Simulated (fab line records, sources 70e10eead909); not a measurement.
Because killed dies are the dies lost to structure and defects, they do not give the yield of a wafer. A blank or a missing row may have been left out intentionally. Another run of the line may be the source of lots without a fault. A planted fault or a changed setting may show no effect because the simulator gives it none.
Which of the tools did it? | flow nand harc | Sampling: 13 lots, 39 wafers, 6 of 1302 route steps

WHAT THE GAUGES READ, wafer by wafer
NHARC_A_CHANNEL_FILL_D1_INSPECT_13. Usual: 329 for raw defect count, sd 140.
lot  | measured     | on                | raw defect count | flag
L682 | day 12 01:04 | defect inspect-01 | 220 183 152      |
L683 | day 12 05:02 | defect inspect-02 | 446 399 296      |
L686 | day 13 17:13 | defect inspect-01 | 267 376 296      |
L688 | day 14 16:11 | defect inspect-02 | 336 301 288      |
L690 | day 15 03:34 | defect inspect-02 | 402 499 661      |
L693 | day 16 03:11 | defect inspect-02 | 304 392 330      |
L692 | day 16 03:11 | defect inspect-01 | 380 358 314      |
L694 | day 16 22:01 | defect inspect-02 | 225 148 275      |
L698 | day 18 21:18 | defect inspect-01 | 405 293 350      |
L700 | day 19 05:20 | defect inspect-02 | 261 204 237      |
L701 | day 20 01:11 | defect inspect-02 | 550 655 826      |
L702 | day 20 08:42 | defect inspect-02 | 344 450 393      |
L703 | day 20 17:31 | defect inspect-01 | 337 234 165      |

NHARC_A_ONON_D2_THK_MEAS_05: measures by ellipsometry. Usual: 1000 nm for thk nm, sd 9.5.
lot  | measured     | on            | thk nm (nm)             | flag
L682 | day 13 14:40 | film metro-02 | 1003 1003 1003          |
L683 | day 13 14:38 | film metro-01 | 998 996 998             |
L686 | day 15 11:41 | film metro-02 | 987 986 987             |
L688 | day 16 06:57 | film metro-02 | 1006 1006 1007          |
L690 | day 16 17:25 | film metro-01 | 1007 1006 1005          |
L693 | day 17 11:21 | film metro-01 | 498 498 498 500 498 500 | OFF
L692 | day 17 11:20 | film metro-02 | 1002 1001 1004          |
L694 | day 18 06:11 | film metro-02 | 510 508 509 509 508 509 | OFF
L698 | day 20 14:51 | film metro-02 | 992 992 993             |
L700 | day 20 15:00 | film metro-01 | 1015 1014 1016          |
L701 | day 21 19:49 | film metro-02 | 1010 1008 1011          |
L702 | day 21 20:10 | film metro-02 | 997 998 999             |
L703 | day 22 06:46 | film metro-02 | 1001 1001 1000          |

NHARC_A_ONON_D2_THK_MEAS_18: measures by ellipsometry. Usual: 1002 nm for thk nm, sd 9.4.
lot  | measured     | on            | thk nm (nm)    | flag
L682 | day 14 00:03 | film metro-01 | 1000 997 998   |
L683 | day 14 00:03 | film metro-02 | 1001 1000 1000 |
L686 | day 15 21:07 | film metro-02 | 1020 1020 1020 |
L688 | day 16 17:47 | film metro-01 | 1005 1006 1005 |
L690 | day 17 05:13 | film metro-01 | 1015 1016 1015 |
L692 | day 17 22:04 | film metro-02 | 985 986 986    |
L698 | day 21 00:23 | film metro-02 | 1002 1003 1001 |
L700 | day 21 00:23 | film metro-01 | 996 995 997    |
L701 | day 22 05:00 | film metro-01 | 1003 1003 1000 |
L702 | day 22 05:01 | film metro-02 | 996 995 995    |
L703 | day 22 17:56 | film metro-01 | 998 997 997    |

NHARC_END_SORT_01. Usual: defect limited yield 91.8 %, standard deviation 2.3; killed at array 51, standard deviation 16; killed at other 0.6, standard deviation 0.88; killed at periphery 4.0, standard deviation 2.6; killed dies 55, standard deviation 16; killed open 3.5, standard deviation 1.9; killed short 2.3, standard deviation 1.6; sort_bin_2_pct 2.9 %, standard deviation 1.1; sort_bin_3_pct 0.6 %, standard deviation 0.41; sort_bin_4_pct 4.6 %, standard deviation 1.3; sort n pass 622, standard deviation 16; sort rim yield pct 93 %, standard deviation 3.2; sort yield pct 91.8 %, standard deviation 2.3.
lot  | measured     | on        | defect limited yield (%) | killed at array | killed at other | killed at periphery | killed dies | killed open | killed short | sort_bin_2_pct (%) | sort_bin_3_pct (%) | sort_bin_4_pct (%) | sort n pass | sort rim yield pct (%) | sort yield pct (%) | flag
L682 | day 25 11:08 | prober-01 | 91.9 89.5 89.7           | 52 68 68        | 0 1 1           | 3 2 1               | 55 71 70    | 5 4 1       | 1 1 2        | 2.5 3.7 3.8        | 1.2 0.6 0.9        | 4.4 6.2 5.6        | 622 606 607 | 86 88 90               | 91.9 89.5 89.7     |
L683 | day 25 01:38 | prober-02 | 88.3 91.3 87.6           | 74 56 79        | 0 0 1           | 5 3 4               | 79 59 84    | 5 6 2       | 0 0 1        | 4.9 3.1 4.1        | 0.4 0.3 1.5        | 6.4 5.3 6.8        | 598 618 593 | 95 92 92               | 88.3 91.3 87.6     |
L686 | day 27 02:44 | prober-01 | 93.5 94.5 94.8           | 42 35 32        | 0 1 1           | 2 1 2               | 44 37 35    | 9 2 2       | 1 1 3        | 2.5 1.5 2.2        | 0.1 0.4 0.4        | 3.8 3.5 2.5        | 633 640 642 | 92 91 90               | 93.5 94.5 94.8     |
L688 | day 30 00:35 | prober-02 | 87.9 87.7 88.8           | 77 78 72        | 0 1 0           | 5 4 4               | 82 83 76    | 6 4 5       | 2 3 2        | 5.6 4.6 3.5        | 0.7 1.0 1.6        | 5.8 6.6 6.1        | 595 594 601 | 94 89 92               | 87.9 87.7 88.8     |
L690 | day 29 16:44 | prober-01 | 93.9 93.2 91.3           | 35 42 53        | 0 0 0           | 6 4 6               | 41 46 59    | 7 3 6       | 5 3 5        | 2.4 1.5 2.5        | 0.3 0.4 0.3        | 3.4 4.9 5.9        | 636 631 618 | 90 96 97               | 93.9 93.2 91.3     |
L692 | day 30 16:20 | prober-02 | 92.8 93.1 93.1           | 43 44 40        | 1 0 0           | 5 3 7               | 49 47 47    | 4 4 5       | 2 4 4        | 2.8 3.2 2.1        | 0.3 0.9 0.1        | 4.1 2.8 4.7        | 628 630 630 | 94 94 95               | 92.8 93.1 93.1     |
L698 | day 32 21:03 | prober-01 | 91.4 91.4 89.5           | 54 56 66        | 1 0 2           | 3 2 3               | 58 58 71    | 3 5 3       | 0 0 5        | 3.5 4.1 3.8        | 1.5 1.0 1.0        | 3.5 3.4 5.6        | 619 619 606 | 93 91 90               | 91.4 91.4 89.5     |
L700 | day 32 22:34 | prober-02 | 90.5 91.0 90.8           | 58 58 56        | 0 0 0           | 6 3 6               | 64 61 62    | 4 3 1       | 4 2 0        | 3.0 3.0 2.7        | 0.7 0.7 0.1        | 5.8 5.3 6.4        | 613 616 615 | 92 93 91               | 90.5 91.0 90.8     |
L701 | day 34 02:11 | prober-02 | 94.7 94.8 95.6           | 26 24 24        | 1 3 1           | 9 8 5               | 36 35 30    | 2 2 5       | 1 4 3        | 1.3 1.0 1.2        | 0 0.1 0.1          | 4.0 4.0 3.1        | 641 642 647 | 91 94 98               | 94.7 94.8 95.6     |
L702 | day 33 10:46 | prober-01 | 92.3 92.0 91.9           | 52 54 54        | 0 0 0           | 0 0 1               | 52 54 55    | 1 2 4       | 1 1 4        | 2.8 3.0 2.8        | 0.9 0.4 0.3        | 4.0 4.6 5.0        | 625 623 622 | 92 93 89               | 92.3 92.0 91.9     |
L703 | day 35 00:49 | prober-01 | 91.3 92.9 93.4           | 54 44 43        | 0 1 0           | 5 3 2               | 59 48 45    | 5 2 3       | 2 3 1        | 2.7 2.7 2.4        | 0.7 1.0 0.3        | 5.3 3.4 4.0        | 618 629 632 | 92 92 89               | 91.3 92.9 93.4     |

WHICH TOOL RAN EACH LOT (tool, then ch and the chambers of the sampled wafers, then the start)
lot  | NHARC_A_DECK1_JOINT_CMP_13    | NHARC_A_ONON_D2_DEP_03
L682 | cmp-04 ch 1,2,3, day 12 11:26 | pecvd onon-01 ch 0, day 13 14:09
L683 | cmp-04 ch 0,1,3, day 12 15:25 | pecvd onon-02 ch 0, day 13 14:08
L686 | cmp-04 ch 0,1,3, day 14 03:34 | pecvd onon-02 ch 0, day 15 11:10
L688 | cmp-03 ch 0,1,2, day 15 03:22 | pecvd onon-01 ch 0, day 16 06:25
L690 | cmp-03 ch 0,2, day 15 13:47   | pecvd onon-04 ch 0, day 16 16:54
L693 | cmp-01 ch 2,3, day 16 13:22   | pecvd onon-02 ch 0, day 17 10:50
L692 | cmp-03 ch 0,2,3, day 16 13:22 | pecvd onon-01 ch 0, day 17 10:50
L694 | cmp-03 ch 0,2,3, day 17 08:15 | pecvd onon-02 ch 0, day 18 05:44
L698 | cmp-04 ch 0,2,3, day 19 11:51 | pecvd onon-02 ch 0, day 20 14:27
L700 | cmp-04 ch 1,2, day 19 15:45   | pecvd onon-04 ch 0, day 20 14:36
L701 | cmp-04 ch 0,1,2, day 20 11:23 | pecvd onon-02 ch 0, day 21 19:18
L702 | cmp-01 ch 0,2,3, day 20 18:56 | pecvd onon-01 ch 0, day 21 19:43
L703 | cmp-04 ch 2,3, day 21 03:51   | pecvd onon-01 ch 0, day 22 06:26
- NHARC_A_DECK1_JOINT_CMP_13: polishes, target thk 51.023 nm.
- NHARC_A_ONON_D2_DEP_03: target thk 1000 nm.

WHAT THE TOOLS THEMSELVES READ (means of the sampled wafers that have a number; where no wafer has one, the mark that the record gives instead)
NHARC_A_DECK1_JOINT_CMP_13. Usual: motor current A 12.6 A, standard deviation 1.4; time to endpoint s 8.3 s, standard deviation 1.7.
lot  | tool   | motor current A (A) | time to endpoint s (s) | flag
L682 | cmp-04 | 11.9                | 9.0                    |
L683 | cmp-04 | 12.7                | 8.4                    |
L686 | cmp-04 | 12.8                | 8.4                    |
L688 | cmp-03 | 12.1                | 10.0                   |
L690 | cmp-03 | 11.7                | 9.5                    |
L693 | cmp-01 | 12.5                | 8.8                    |
L692 | cmp-03 | 11.5                | 11.0                   |
L694 | cmp-03 | 11.1                | 8.6                    |
L698 | cmp-04 | 12.1                | 5.4                    |
L700 | cmp-04 | 13.0                | 6.7                    |
L701 | cmp-04 | 13.0                | 6.8                    |
L702 | cmp-01 | 13.2                | 9.1                    |
L703 | cmp-04 | 10.7                | 9.0                    |

NHARC_A_ONON_D2_DEP_03. Usual: 210.2 sccm for sih4 flow sccm, sd 0.52.
lot  | tool          | sih4 flow sccm (sccm) | flag
L682 | pecvd onon-01 | 209.9                 |
L683 | pecvd onon-02 | 209.6                 |
L686 | pecvd onon-02 | 210.2                 |
L688 | pecvd onon-01 | 210.2                 |
L690 | pecvd onon-04 | 210.0                 |
L693 | pecvd onon-02 | 209.9                 |
L692 | pecvd onon-01 | 210.2                 |
L694 | pecvd onon-02 | 209.7                 |
L698 | pecvd onon-02 | 210.4                 |
L700 | pecvd onon-04 | 210.3                 |
L701 | pecvd onon-02 | 209.5                 |
L702 | pecvd onon-01 | 210.4                 |
L703 | pecvd onon-01 | 210.6                 |

THE ANSWER, worked out from the rows above alone
Rule: a lot is off if the mean of its wafers that have a number lies more than 3 standard deviations from the usual mean. Also off: a lot with no number at a reading for which 4 or more lots have one. The other lots that the step has rows for count as sound. First the gauges in route order, then the tools' own readings, where a lot's mean is used as printed above. The first step at which some lot is off is used, and at that step the reading that is off furthest; a lot without a number counts as furthest.
Off: L693, L694, at NHARC_A_ONON_D2_THK_MEAS_05 (thk nm).
A tool fits if, at a process step before that reading, it ran every lot that is off, and no sound lot after the first of them. Those tools and the gauges at NHARC_A_ONON_D2_THK_MEAS_05 are tried in the same way. None of those tried fits.

WHAT WAS PUT IN BY THE SIMULATOR
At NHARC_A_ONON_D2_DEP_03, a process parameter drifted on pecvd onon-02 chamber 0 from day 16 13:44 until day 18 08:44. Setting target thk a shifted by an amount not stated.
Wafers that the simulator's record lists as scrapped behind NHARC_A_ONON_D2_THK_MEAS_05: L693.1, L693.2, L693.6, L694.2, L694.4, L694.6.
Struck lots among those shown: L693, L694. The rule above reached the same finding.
